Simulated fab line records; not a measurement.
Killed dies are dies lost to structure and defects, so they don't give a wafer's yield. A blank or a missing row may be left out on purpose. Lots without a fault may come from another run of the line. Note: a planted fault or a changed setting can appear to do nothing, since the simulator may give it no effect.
A struck lot beside a sound one ; flow nandHarc ; 13 out of 1159 route steps
Sound: wafers L260.1, L260.3, L260.5. Struck: wafer L267.1. (L267.6 of the same lot was not struck and is left out.) The cause comes at the end.
Order at every step that has rows: each side's tool, ch and its chambers, its first start. Under that, the readings that differ: sound wafers ; struck wafers ; difference of the means ; sigmas: that difference in standard deviations of wafers without a fault.
alike: a reading whose means differ by less than 2 such deviations, as well as words and numbers matching on both sides. not compared: withheld readings; readings where some wafer has no value; bounds like >300 that might hide an equal value; numbers whose values overlap and for which the record gives no deviation.
The two part at a step that has a row with sigmas, a row that says differs or no value, or rows on one side only. When numbers do not overlap yet have no deviation, they are printed without sigmas and do not part them. A reading that every wafer of one side lacks parts them only if that side has two wafers or more.

NHARC_A_SLIT_ETCH_29: etches the open film in CF4/O2, target depth 100 nm, overetch 10 nm, time 55 s.
  sound on rieDiel-07 ch 0,1, day 16 10:38; struck on rieDiel-06 ch 3, day 17 07:00
reading;sound;struck;difference;sigmas
throttleValvePct (%);13.406 13.404 13.394;13.383;-0.018;-2
  alike: cf4FlowSccm, drypumpMotorCurrentA, oesProductAu, rfVppV, showerheadPlenumPTorr
  not compared: rfHoursCounterH
NHARC_A_SLIT_STRIP_18: strips in O2.
  sound: rieDiel-07 ch 0,1,3; struck: rieDiel-06 ch 3
  alike: drypumpMotorCurrentA, oesProductAu, rfVppV, showerheadPlenumPTorr, throttleValvePct
  not compared: rfHoursCounterH
then, 2 steps without rows for these wafers: NHARC_A_SLIT_PRECLEAN_19 (cleans in SC1); NHARC_A_SLIT_SRD_20.
NHARC_A_SLIT_CD_MEAS_21:
  sound: cdSem-01 at day 16 11:10; struck: cdSem-01 at day 17 07:32
  alike: cdNm
then, 3 steps without rows for these wafers: NHARC_A_SIN_REMOVE_WET_00 (chemistry H3PO4, time 15300 s); NHARC_A_SIN_REMOVE_PRECLEAN_01 (cleans in SC1); NHARC_A_SIN_REMOVE_SRD_02.
NHARC_A_SIN_REMOVE_INSPECT_04:
  sound: defectInspect-02 at day 16 17:13; struck: defectInspect-02 at day 17 13:52
  alike: rawDefectCount
NHARC_A_WL_FILL_ALD_00: deposits Al2O3, target thk 3 nm, pulse time 3 s, ald cycles 30.
  sound on aldHk-02 ch 0,2,3, day 16 19:20; struck on aldHk-02 ch 0, day 17 13:59
  alike: heaterPowerW, precursorPulseHeightRel
  not compared: aldCycles, sinceWetCleanH
NHARC_A_WL_FILL_RTA_01: time 5 s.
  sound on rtpAnneal-02 ch 0, day 16 19:32; struck on rtpAnneal-02 ch 0, day 17 14:11
  alike: lampPowerPct, lamp_zone_6_pct, lamp_zone_7_pct, wafer_temp_C_max
NHARC_A_WL_FILL_ALD_02: deposits TiN, target thk 2 nm, pulse time 3 s, ald cycles 100.
  sound on aldMetal-04 ch 0,1, day 16 19:46; struck on aldMetal-03 ch 2, day 17 14:31
reading;sound;struck;difference;sigmas
aldCycles;100 100 100;52;-48;
  alike: heaterPowerW, precursorPulseHeightRel
  not compared: sinceWetCleanH
-- record jumps: 5 days between struck wafers' starts before vs after; left off in module A_WL_FILL, resumes in module END, first step shown is number 1159 of the route --
NHARC_END_SORT_01:
  sound on prober-01 ch 0, day 21 15:29; struck on prober-02 ch 0, day 22 07:50
reading;sound;struck;difference;sigmas
killedAtArray;28 15 18;675;+655;+70
killedDies;28 16 20;677;+656;+73
  alike: killedAtOther, killedAtPeriphery, killedOpen, killedShort

## WHERE THEY PART
Last at NHARC_END_SORT_01 as far as this record goes, first at NHARC_A_SLIT_ETCH_29.

WHY: whatever the simulator had introduced
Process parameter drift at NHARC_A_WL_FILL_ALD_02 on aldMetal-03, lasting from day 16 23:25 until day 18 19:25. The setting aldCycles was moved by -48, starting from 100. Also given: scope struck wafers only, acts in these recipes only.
